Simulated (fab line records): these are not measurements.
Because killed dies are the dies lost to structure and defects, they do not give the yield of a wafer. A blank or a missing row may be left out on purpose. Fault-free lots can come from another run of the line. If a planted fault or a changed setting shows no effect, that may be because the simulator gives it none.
Struck lot and sound lot, side by side | flow n5_finfet | 39 out of 1938 route steps
Sound: these wafers, L580.2, L580.3, L580.4. Struck: wafer L589.5 (L589.4, L589.6, from the same lot, were not struck and are left out); the cause is given at the end.
At each step with rows: each side's tool, then ch and its chambers, then its first start. Under that, the readings that differ: sound wafers | struck wafers | difference of the means | sigmas: that difference in standard deviations of wafers without a fault.
alike: readings whose means differ by less than 2 such deviations, and words and numbers that are the same on both sides. not compared: withheld readings, readings that some wafer has no value for, bounds like >300 that may hide the same value, and numbers for which the record gives no deviation and whose values overlap.
The two part at a step that has a row with sigmas, a row that says differs or no value, or rows on one side only. Numbers that have no deviation but don't overlap get no sigmas and don't part them. A reading missing from all wafers of one side parts the sides only when that side holds two or more wafers.

first, 9 steps without rows for these wafers: N5_PMOS_HMC_CHANNEL_EPI_PRECLEAN_40 (cleans in DHF, time 30 s); N5_PMOS_HMC_CHANNEL_EPI_PRECLEAN_37 (cleans in O3/DIW, time 45 s); N5_PMOS_HMC_CHANNEL_EPI_PRECLEAN_24 (cleans in DHF, time 30 s); N5_PMOS_HMC_CHANNEL_EPI_SRD_25 (time 30 s); N5_PMOS_HMC_CHANNEL_EPI_EPI_26 (deposits Si from SiH4/H2, target thk 3.8 nm, time 22.7 s); N5_FIN_SAQP_PRECLEAN_42 (cleans in O3/DIW, time 60 s); N5_FIN_SAQP_PRECLEAN_00 (cleans in SC1, time 60 s); N5_FIN_SAQP_PRECLEAN_44 (cleans in SC2, time 45 s); N5_FIN_SAQP_SRD_01 (time 30 s).
N5_FIN_SAQP_ALD_61: deposits SiO2, target thk 4 nm, pulse time 1 s, purge time 2 s.
  sound on ald_sin-04 ch 0,1,3, day 1 20:27; struck on ald_sin-04 ch 1, day 4 02:58
  reading                    | sound             | struck | difference | sigmas
  precursor_pulse_height_rel | 1.006 1.009 0.978 | 0.936  | -0.062     | -3
  alike: heater_power_w
then, 14 steps without rows for these wafers: N5_FIN_SAQP_DENSIFY_62 (time 60 s); N5_FIN_SAQP_HM_DEP_03 (deposits SiNx from SiH4/NH3/N2, target thk 38 nm, time 33.6 s); N5_FIN_SAQP_PECVD_47 (deposits a-Si from SiH4/He, target thk 45 nm, time 36.3 s); N5_FIN_SAQP_PECVD_48 (deposits SiNx from SiH4/NH3/N2, target thk 25 nm, time 22.1 s); N5_FIN_SAQP_PECVD_06 (deposits a-Si from SiH4/He, target thk 60 nm, time 48.1 s); N5_FIN_SAQP_HM_DEP_72 (deposits SiO2 from SiH4/N2O, target thk 12 nm, time 7.2 s); N5_FIN_SAQP_COAT_49 (time 60 s, resist thk 100 nm); N5_FIN_SAQP_COAT_50 (time 60 s, resist thk 35 nm); N5_FIN_SAQP_COAT_10 (resist thk 90 nm); N5_FIN_SAQP_EBR_12; N5_FIN_SAQP_SOFTBAKE_11 (time 60 s); N5_FIN_SAQP_EXPOSE_13 (exposes mask FIN CORE, target cd 35.6 nm); N5_FIN_SAQP_PEB_14 (peb time 60 s); N5_FIN_SAQP_DEVELOP_15 (develop time 30 s).
N5_FIN_SAQP_INSPECT_18: inspects for defects (brightfield).
  sound on defect_inspect-01 at day 1 21:43; struck on defect_inspect-01 at day 4 04:07
  reading          | sound       | struck | difference | sigmas
  raw_defect_count | 345 320 397 | 2146   | +1792      | +14
then, 10 steps without rows for these wafers: N5_FIN_SAQP_DESCUM_21 (chemistry O2, time 7.9 s); N5_FIN_SAQP_ETCH_51 (etches SiARC in CF4, target depth 45.5 nm, time 75.8 s); N5_FIN_SAQP_ETCH_52 (etches SOC in N2/H2, target depth 100 nm, overetch 20 nm, time 150 s); N5_FIN_SAQP_STRIP_53 (strips in N2/H2); N5_FIN_SAQP_HM_OPEN_73 (chemistry CHF3/O2, target SiO2, stops on a-Si, target depth 12 nm, time 16.8 s); N5_FIN_SAQP_STRIP_74 (strips in CHF3/O2); N5_FIN_SAQP_MANDREL_ETCH_22 (etches a-Si in HBr/Cl2, stops on SiNx, target depth 60 nm, bt time 10 s, time 30 s); N5_FIN_SAQP_STRIP_55 (strips in N2/H2); N5_FIN_SAQP_STRIP_23 (strips in SPM, time 750 s); N5_FIN_SAQP_SRD_66 (time 30 s).
N5_FIN_SAQP_INSPECT_40: inspects for defects (brightfield).
  sound on defect_inspect-01 at day 2 01:58; struck on defect_inspect-01 at day 4 08:27
  reading          | sound       | struck | difference | sigmas
  raw_defect_count | 166 174 313 | 1714   | +1496      | +25
N5_FIN_CUT_INSPECT_10: inspects for defects (brightfield).
  sound on defect_inspect-02 at day 2 02:21; struck on defect_inspect-02 at day 4 08:51
  reading          | sound    | struck | difference | sigmas
  raw_defect_count | 23 32 55 | 1496   | +1459      | +99 or more
-- record jumps: 6 days separate the struck wafers' starts on either side; left off in module FIN_CUT, taken up again in module BEOL_M4, whose first shown step is the route's number 1111 --
N5_BEOL_M4_RC_MEAS_101:
  sound on prober-02 ch 0, day 7 19:30; struck on prober-01 ch 0, day 10 09:53
  alike: DIBL_N, DIBL_P, IOFF_N, IOFF_P, ION_N, ION_P, SS_N, SS_P, VT_N, VT_P
-- record jumps: 4 days separate the struck wafers' starts on either side; left off in module BEOL_M4, taken up again in module PASSIVATION, whose first shown step is the route's number 1936 --
N5_PASSIVATION_PROBE_49:
  sound on prober-02 at day 12 05:48; struck on prober-01 at day 14 08:52
  reading                  | sound          | struck | difference | sigmas
  defect_limited_yield (%) | 90.5 90.6 91.3 | 81.6   | -9.2       | -7
  killed_at_front_end      | 47 33 33       | 155    | +117       | +11
  killed_dies              | 112 111 103    | 217    | +108       | +7
  killed_on_rim            | 16 16 12       | 32     | +17        | +4
  sort_bin_5_function (%)  | 5.9 5.3 5.8    | 10.2   | +4.5       | +5
  sort_n_pass              | 1068 1069 1075 | 963    | -108       | -4
  sort_yield_pct (%)       | 90.5 90.6 91.1 | 81.6   | -9.1       | -4
  alike: killed_at_M0_to_M3, killed_at_M4_up, killed_at_contacts, killed_at_other, killed_open, killed_short, sort_bin_4_leakage, sort_bin_6_memory

== WHERE THEY PART ==
At N5_FIN_SAQP_ALD_61 first; at N5_PASSIVATION_PROBE_49 last (within this record only).

WHY: whatever the simulator had introduced
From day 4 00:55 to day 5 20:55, ald_sin-04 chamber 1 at N5_FIN_SAQP_ALD_61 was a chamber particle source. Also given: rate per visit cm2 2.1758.
